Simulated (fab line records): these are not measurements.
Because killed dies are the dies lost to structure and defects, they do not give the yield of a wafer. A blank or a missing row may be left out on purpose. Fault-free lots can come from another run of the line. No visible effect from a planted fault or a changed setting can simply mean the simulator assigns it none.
Matching of chambers :: flow nand harc :: NHARC_A_CONTACT_ETCH_106 on rie diel-11: 4 sister chambers
The step etches the open film in CF4/O2, target depth 60 nm, overetch 6 nm, time 33 s. 4 wafers are shown with their chamber, then 8 later ones without.

WAFERS PAIRED WITH THEIR CHAMBERS
wafer: L081.4
chamber: 3
drypump motor current A (A): 5.9

wafer: L081.6
chamber: 1
drypump motor current A (A): 6.4

wafer: L082.6
chamber: 2
drypump motor current A (A): 4.8

wafer: L088.1
chamber: 0
drypump motor current A (A): 5.1

WAFERS MISSING THEIR CHAMBER
wafer: L088.3
drypump motor current A (A): 5.9

wafer: L088.6
drypump motor current A (A): 5.9

wafer: L091.4
drypump motor current A (A): 6.0

wafer: L091.5
drypump motor current A (A): 4.8

wafer: L091.6
drypump motor current A (A): 5.9

wafer: L093.2
drypump motor current A (A): 5.9

wafer: L093.3
drypump motor current A (A): 5.1

wafer: L093.6
drypump motor current A (A): 5.0

THE CHAMBER EACH PASSED THROUGH
wafer: L088.3
from the rows above: 3
in truth: 3

wafer: L088.6
from the rows above: 3
in truth: 3

wafer: L091.4
from the rows above: 3
in truth: 3

wafer: L091.5
from the rows above: 2
in truth: 2

wafer: L091.6
from the rows above: 3
in truth: 3

wafer: L093.2
from the rows above: 3
in truth: 3

wafer: L093.3
from the rows above: 0
in truth: 0

wafer: L093.6
from the rows above: 0
in truth: 0
8 of 8 placed correctly. Can't be placed from these rows: 0. Number placed wrongly: 0.
How it was worked out, from the rows above alone: a wafer's distance from a chamber is the root of the sum, over the readings, of the square of ((its reading less the chamber's mean) divided by the reading's scatter). If the next closest chamber is less than 2 further off than the closest, the wafer can't be placed; otherwise it belongs to the closest. The mean given for a chamber averages the wafers shown for that chamber. The scatter: with one shown wafer a chamber, the root of the mean of the squares of how far each hidden wafer lies from its nearest shown one.
